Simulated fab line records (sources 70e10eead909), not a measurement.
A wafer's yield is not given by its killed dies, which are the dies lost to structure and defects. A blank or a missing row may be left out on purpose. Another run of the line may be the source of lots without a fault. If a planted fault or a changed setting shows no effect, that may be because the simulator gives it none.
Comparing a struck lot with a sound one / flow nand harc / 25 steps out of a route of 1302
Sound: wafers L496.2, L496.3, L496.4. Struck: wafers L490.1, L490.5. The cause is given at the end.
Order at every step that has rows: each side's tool, ch and its chambers, its first start. Under that, the readings that differ: sound wafers / struck wafers / difference of the means / sigmas: that difference in standard deviations of wafers without a fault.
alike: same words and numbers on both sides, and readings whose means sit less than 2 such deviations apart. not compared: any withheld reading, any reading some wafer has no value for, any bound like >300 that may hide the same value, and any number with overlapping values for which the record gives no deviation.
Wherever a step has rows on one side only, a row that says differs or no value, or a row with sigmas, the two part there. When numbers do not overlap yet have no deviation, they are printed without sigmas and do not part them. Lack of a reading on every wafer of one side parts them only where that side has two or more wafers.

first, 5 steps without rows for these wafers: NHARC_P_GATE_PRECLEAN_71 (cleans in SC1); NHARC_P_GATE_SRD_72; NHARC_P_GATE_OXIDE_16 (material SiO2, target thk 3 nm, ox time 392 s); NHARC_P_GATE_CVD_17 (deposits poly-Si, target thk 150 nm, time 900 s); NHARC_P_GATE_HM_DEP_102 (deposits aC, target thk 120 nm).
NHARC_P_GATE_DEP_103: deposits SiON, target thk 30 nm.
  sound on pecvd-02 ch 0,2, day 11 04:04; struck on pecvd-03 ch 1, day 8 15:14
  alike: heater power w
then, 6 steps without rows for these wafers: NHARC_P_GATE_DEHYDRATE_18 (time 120 s); NHARC_P_GATE_HMDS_19 (time 30 s); NHARC_P_GATE_COAT_20 (resist thk 90 nm); NHARC_P_GATE_SOFTBAKE_21 (time 55 s); NHARC_P_GATE_EBR_22; NHARC_P_GATE_EXPOSE_23 (exposes mask P GATE, target cd 120 nm).
NHARC_P_GATE_PEB_24: peb time 65 s.
  sound on litho track-06 ch 0, day 11 04:40; struck on litho track-01 ch 0, day 8 15:50
then, 1 step without rows for these wafers: NHARC_P_GATE_DEVELOP_25 (develop time 35 s).
NHARC_P_GATE_CD_MEAS_26: target cd 120 nm.
  sound on cd sem-03 ch 0, day 11 04:45; struck on cd sem-01 ch 0, day 8 15:55
reading=cd nm (nm); sound=120.3 120.6 121.3; struck=111.2 110.4; difference=-9.9; sigmas=-19
NHARC_P_GATE_OVL_MEAS_27:
  struck on overlay-02, day 8 15:59; sound on overlay-02, day 11 04:50
reading=overlay y nm (nm); sound=-1.5 -1.5 -1.2; struck=0.6 0.8; difference=+2.1; sigmas=+3
  alike: overlay x nm
NHARC_P_GATE_INSPECT_28:
  struck on defect inspect-02, day 8 16:02; sound on defect inspect-02, day 11 04:52
  alike: raw defect count
NHARC_P_GATE_DESCUM_31: chemistry O2, time 3 s.
  sound on rie diel-06 ch 1,2,3, day 11 04:56; struck on rie diel-12 ch 3, day 8 16:06
reading=model.P_GATE.cd nm (nm); sound=120.2 120.5 122; struck=111.1 111.5; difference=-9.6; sigmas=
  alike: drypump motor current A, oes product au, rf vpp V, showerhead plenum p Torr, throttle valve pct
  not compared: rf hours counter h
NHARC_P_GATE_ETCH_104: etches the open film in CF4/CHF3, target depth 60 nm.
  sound on rie diel-06 ch 1,3, day 11 05:02; struck on rie diel-12 ch 2,3, day 8 16:11
  alike: bias w, drypump motor current A, oes product au, rf vpp V, showerhead plenum p Torr, throttle valve pct
NHARC_P_GATE_HM_OPEN_105: chemistry O2/COS, target depth 360 nm.
  sound on rie diel-06 ch 2,3; struck on rie diel-12 ch 2,3
  alike: bias w, drypump motor current A, oes product au, rf vpp V, showerhead plenum p Torr, throttle valve pct
  not compared: rf hours counter h
then, 1 step without rows for these wafers: NHARC_P_GATE_STRIP_106 (strips in O2/COS).
NHARC_P_GATE_ETCH_114: etches the open film in CF4/O2, target depth 30 nm, overetch 3 nm, time 16.5 s.
  sound on rie diel-06 ch 2,3; struck on rie diel-12 ch 0,2
  alike: bias w, drypump motor current A, oes_ar_750_au, oes product au, rf vpp V, showerhead plenum p Torr, throttle valve pct
  not compared: rf hours counter h
NHARC_P_GATE_ETCH_32: etches the open film in HBr/Cl2, target depth 150 nm, time 100.1 s.
  sound on rie si-06 ch 0,1,3, day 11 05:27; struck on rie si-05 ch 1, day 8 16:34
reading=model.P_GATE.cd nm (nm); sound=122.7 122.3 123.3; struck=109.5 110; difference=-13.0; sigmas=
  alike: bias w, drypump motor current A, oes product au, throttle valve pct
  not compared: rf hours counter h
NHARC_P_GATE_STRIP_108: strips in O2.
  sound on rie diel-06 ch 1,2,3, day 11 05:37; struck on rie diel-10 ch 3, day 8 16:43
  alike: drypump motor current A, oes product au, rf vpp V, showerhead plenum p Torr, throttle valve pct
  not compared: rf hours counter h
-- record jumps: 24 days between struck wafers' starts before vs after; left off in module P_GATE, resumes in module END, first step shown is number 1302 of the route --
NHARC_END_SORT_01:
  the record has rows for the struck wafers here (prober-01 ch 0, day 32 14:42) and none for the sound ones

WHERE THEY PART
At NHARC_P_GATE_CD_MEAS_26 first; at NHARC_END_SORT_01 last (within this record only).

WHY: what the simulator had put in
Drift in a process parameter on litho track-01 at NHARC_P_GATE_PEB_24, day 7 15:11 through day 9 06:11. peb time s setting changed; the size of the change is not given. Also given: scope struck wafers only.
